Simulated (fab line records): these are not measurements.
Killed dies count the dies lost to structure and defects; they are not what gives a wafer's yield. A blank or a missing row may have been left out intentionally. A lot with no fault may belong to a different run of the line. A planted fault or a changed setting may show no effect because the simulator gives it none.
Matching of chambers    flow n5-finfet    cmp-03 running N5_ILD0_CMP_07: 4 sister chambers
The step polishes SiO2 flowable, stops on poly-Si, t overpolish 1.18 s, target thk 138.88 nm. 4 wafers are shown with their chamber, then 7 later ones without.

## WAFERS PAIRED WITH THEIR CHAMBERS
wafer   chamber  motor-current-A (A)
L083.6  0        11.5
L085.4  1        12.5
L091.1  3        11.8
L091.2  2        11.7

## WAFERS WITHOUT THEIR CHAMBER
wafer   motor-current-A (A)
L091.6  12.8
L093.1  11.3
L093.4  12.3
L093.6  11.7
L096.2  11.6
L096.4  12.1
L096.5  10.7

## CHAMBER TAKEN BY EACH
wafer   from the rows above                in truth
L091.6  can't be placed: 1 or 3            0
L093.1  can't be placed: 0 or 2 or 3       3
L093.4  can't be placed: 1 or 3 or 2 or 0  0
L093.6  can't be placed: 2 or 3 or 0       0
L096.2  can't be placed: 0 or 2 or 3       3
L096.4  can't be placed: 3 or 1 or 2 or 0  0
L096.5  can't be placed: 0 or 2 or 3       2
Correctly placed: 0 of 7. Unplaceable from these rows: 7, with the true chamber sitting among the candidates in 6. Wrongly placed: 0.
How it was worked out, from the rows above alone: a wafer's distance from a chamber is the root of the sum, over the readings, of the square of ((its reading less the chamber's mean) divided by the reading's scatter). The wafer belongs to the nearest chamber; if the next one is less than 2 further off, it can't be placed. The mean given for a chamber averages the wafers shown for that chamber. The scatter (one wafer shown for each chamber): square how far every hidden wafer sits from the nearest shown wafer, average those squares and take the square root.
